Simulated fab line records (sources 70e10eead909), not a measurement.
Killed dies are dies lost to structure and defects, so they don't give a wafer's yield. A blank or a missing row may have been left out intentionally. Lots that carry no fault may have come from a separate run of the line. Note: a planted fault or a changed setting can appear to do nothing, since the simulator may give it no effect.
Chamber matching | flow nand harc | 4 sister chambers for NHARC_P_GATE_DESCUM_93 on rie diel-01
The step chemistry O2, time 3 s. 8 wafers are shown with their chamber, then 7 later ones without.

## EACH WAFER AND ITS CHAMBER
wafer  | chamber | oes product au (a.u.) | throttle valve pct (%)
L301.3 | 0       | 0.997                 | 11.309
L301.5 | 3       | 1.000                 | 11.308
L306.6 | 1       | 1.001                 | 11.311
L308.2 | 0       | 1.003                 | 11.308
L308.5 | 3       | 1.004                 | 11.305
L308.6 | 2       | 1.017                 | 11.301
L315.2 | 1       | 1.015                 | 11.297
L315.3 | 2       | 1.016                 | 11.303

## WAFERS WITH NO CHAMBER GIVEN
wafer  | oes product au (a.u.) | throttle valve pct (%)
L315.6 | 1.001                 | 11.298
L317.2 | 1.012                 | 11.314
L317.3 | 0.997                 | 11.293
L317.6 | 1.000                 | 11.323
L323.2 | 1.014                 | 11.306
L323.5 | 1.016                 | 11.315
L323.6 | 1.014                 | 11.302

## EACH ONE'S CHAMBER
wafer  | from the rows above               | in truth
L315.6 | can't be placed: 3 or 1 or 0 or 2 | 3
L317.2 | can't be placed: 1 or 3 or 0 or 2 | 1
L317.3 | can't be placed: 3 or 1 or 0 or 2 | 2
L317.6 | can't be placed: 0 or 3 or 1      | 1
L323.2 | can't be placed: 2 or 1 or 3 or 0 | 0
L323.5 | can't be placed: 2 or 1 or 3 or 0 | 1
L323.6 | can't be placed: 2 or 1 or 3      | 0
Correctly placed: 0 of 7. Not placeable from these rows: 7 (in 6, the candidates include the true chamber). Wrongly placed: 0.
How it was worked out, from the rows above alone: a wafer's distance from a chamber is the root of the sum, over the readings, of the square of ((its reading less the chamber's mean) divided by the reading's scatter). The wafer belongs to the nearest chamber; if the next one is less than 2 further off, it can't be placed. Each chamber's mean is taken over the wafers shown for it. The scatter: take each reading less its chamber's mean, square it, sum over the shown wafers, divide by the number of wafers less the number of chambers, and take the root.
